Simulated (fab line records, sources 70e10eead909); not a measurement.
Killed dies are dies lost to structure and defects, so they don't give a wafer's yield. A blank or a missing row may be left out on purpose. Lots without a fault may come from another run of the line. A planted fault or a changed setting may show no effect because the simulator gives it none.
Chamber matching | flow nand_harc | NHARC_A_STAIRCASE_ALD_420 on ald_hk-01: 4 sister chambers
The step deposits SiO2, target thk 20 nm, pulse time 6 s, ald cycles 200. 18 wafers are shown with their chamber, then 9 later ones without.

WAFERS WITH THEIR CHAMBER
wafer  | chamber | heater_power_w (W) | precursor_pulse_height_rel
L075.1 | 0       | 468                | 0.965
L075.2 | 2       | 377                | 1.011
L075.5 | 1       | 544                | 0.976
L078.4 | 1       | 544                | 1.016
L078.5 | 1       | 550                | 1.021
L078.6 | 2       | 373                | 0.999
L081.1 | 1       | 551                | 0.996
L081.2 | 3       | 507                | 0.984
L081.5 | 2       | 369                | 0.990
L080.3 | 1       | 553                | 0.991
L080.4 | 3       | 505                | 0.995
L080.6 | 2       | 387                | 1.036
L085.1 | 1       | 535                | 0.982
L085.3 | 0       | 457                | 0.986
L085.6 | 2       | 373                | 1.004
L094.1 | 1       | 549                | 0.977
L094.5 | 2       | 373                | 0.990
L094.6 | 1       | 552                | 0.990

SIGNATURES (means of the wafers above)
reading                    | chamber 0 | chamber 1 | chamber 2 | chamber 3 | scatter within a chamber
heater_power_w             | 462.50    | 547.25    | 375.33    | 506.00    | 6.03
precursor_pulse_height_rel | 0.97550   | 0.99362   | 1.00500   | 0.98950   | 0.0164
Rule: a wafer's distance from a chamber is the root of the sum, over the readings, of the square of ((its reading less the chamber's mean) divided by the reading's scatter). The wafer belongs to the nearest chamber; if the next one is less than 2 further off, it can't be placed. The scatter: the root of (the sum of the squares of (reading less its chamber's mean) over the shown wafers, divided by (wafers less chambers)).

WAFERS WITHOUT THEIR CHAMBER
wafer  | heater_power_w (W) | precursor_pulse_height_rel
L094.2 | 461                | 1.049
L094.3 | 376                | 1.013
L094.4 | 482                | 1.033
L095.4 | 545                | 0.962
L095.5 | 560                | 0.998
L095.6 | 461                | 1.006
L097.3 | 377                | 0.998
L097.4 | 487                | 1.000
L097.5 | 456                | 0.973

WHICH CHAMBER EACH WENT THROUGH
wafer  | from the rows above     | in truth
L094.2 | 0                       | 0
L094.3 | 2                       | 2
L094.4 | can't be placed: 0 or 3 | 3
L095.4 | 1                       | 1
L095.5 | 1                       | 1
L095.6 | 0                       | 0
L097.3 | 2                       | 2
L097.4 | can't be placed: 3 or 0 | 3
L097.5 | 0                       | 0
Placed correctly: 7 of 9. Can't be placed from these rows: 2 (the true chamber is among the candidates in 2). Placed wrongly: 0.
